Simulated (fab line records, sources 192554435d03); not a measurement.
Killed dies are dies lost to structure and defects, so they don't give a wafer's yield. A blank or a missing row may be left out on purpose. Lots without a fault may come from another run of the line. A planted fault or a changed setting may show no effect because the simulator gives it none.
Chamber matching | flow n5_finfet | N5_BEOL_M7_ETCH_65 on rie_diel-05: 4 sister chambers
The step etches SiARC in CF4, target depth 15.6 nm, time 26 s. 18 wafers are shown with their chamber, then 9 later ones without.

WAFERS WITH THEIR CHAMBER
wafer  | chamber | showerhead_plenum_p_Torr (Torr) | throttle_valve_pct (%) | oes_product_au (a.u.)
L074.2 | 1       | 2.26                            | 15.38                  | 0.74
L074.4 | 1       | 2.26                            | 15.37                  | 0.73
L074.6 | 3       | 2.19                            | 15.67                  | 0.58
L075.2 | 1       | 2.26                            | 15.38                  | 0.73
L075.4 | 1       | 2.26                            | 15.36                  | 0.73
L075.5 | 0       | 2.10                            | 15.43                  | 0.82
L078.1 | 1       | 2.26                            | 15.40                  | 0.73
L078.4 | 0       | 2.10                            | 15.44                  | 0.81
L078.5 | 2       | 2.28                            | 15.31                  | 0.86
L077.1 | 2       | 2.28                            | 15.33                  | 0.85
L077.5 | 1       | 2.26                            | 15.41                  | 0.72
L077.6 | 2       | 2.28                            | 15.33                  | 0.84
L079.1 | 0       | 2.09                            | 15.44                  | 0.78
L079.2 | 2       | 2.28                            | 15.32                  | 0.83
L079.3 | 1       | 2.25                            | 15.38                  | 0.72
L080.1 | 1       | 2.25                            | 15.41                  | 0.70
L080.2 | 3       | 2.19                            | 15.70                  | 0.58
L080.4 | 0       | 2.09                            | 15.44                  | 0.79

SIGNATURES (means of the wafers above)
reading                  | chamber 0 | chamber 1 | chamber 2 | chamber 3 | scatter within a chamber
showerhead_plenum_p_Torr | 2.0950    | 2.2575    | 2.2800    | 2.1900    | 0.00423
throttle_valve_pct       | 15.4375   | 15.3863   | 15.3225   | 15.6850   | 0.0151
oes_product_au           | 0.8000    | 0.7250    | 0.8450    | 0.5800    | 0.0134
Rule: a wafer's distance from a chamber is the root of the sum, over the readings, of the square of ((its reading less the chamber's mean) divided by the reading's scatter). The wafer belongs to the nearest chamber; if the next one is less than 2 further off, it can't be placed. The scatter: the root of (the sum of the squares of (reading less its chamber's mean) over the shown wafers, divided by (wafers less chambers)).

WAFERS WITHOUT THEIR CHAMBER
wafer  | showerhead_plenum_p_Torr (Torr) | throttle_valve_pct (%) | oes_product_au (a.u.)
L084.3 | 2.19                            | 15.24                  | 0.82
L084.5 | 2.28                            | 15.36                  | 0.80
L084.6 | 2.19                            | 15.22                  | 0.81
L086.2 | 2.25                            | 15.44                  | 0.70
L086.3 | 2.28                            | 15.38                  | 0.79
L086.5 | 2.09                            | 15.48                  | 0.76
L095.2 | 2.27                            | 15.38                  | 0.77
L095.3 | 2.09                            | 15.48                  | 0.76
L095.6 | 2.09                            | 15.49                  | 0.75

WHICH CHAMBER EACH WENT THROUGH
wafer  | from the rows above     | in truth
L084.3 | 1                       | 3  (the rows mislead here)
L084.5 | 2                       | 2
L084.6 | 1                       | 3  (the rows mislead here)
L086.2 | 1                       | 1
L086.3 | can't be placed: 2 or 1 | 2
L086.5 | 0                       | 0
L095.2 | 1                       | 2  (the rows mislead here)
L095.3 | 0                       | 0
L095.6 | 0                       | 0
Placed correctly: 5 of 9. Can't be placed from these rows: 1 (the true chamber is among the candidates in 1). Placed wrongly: 3.
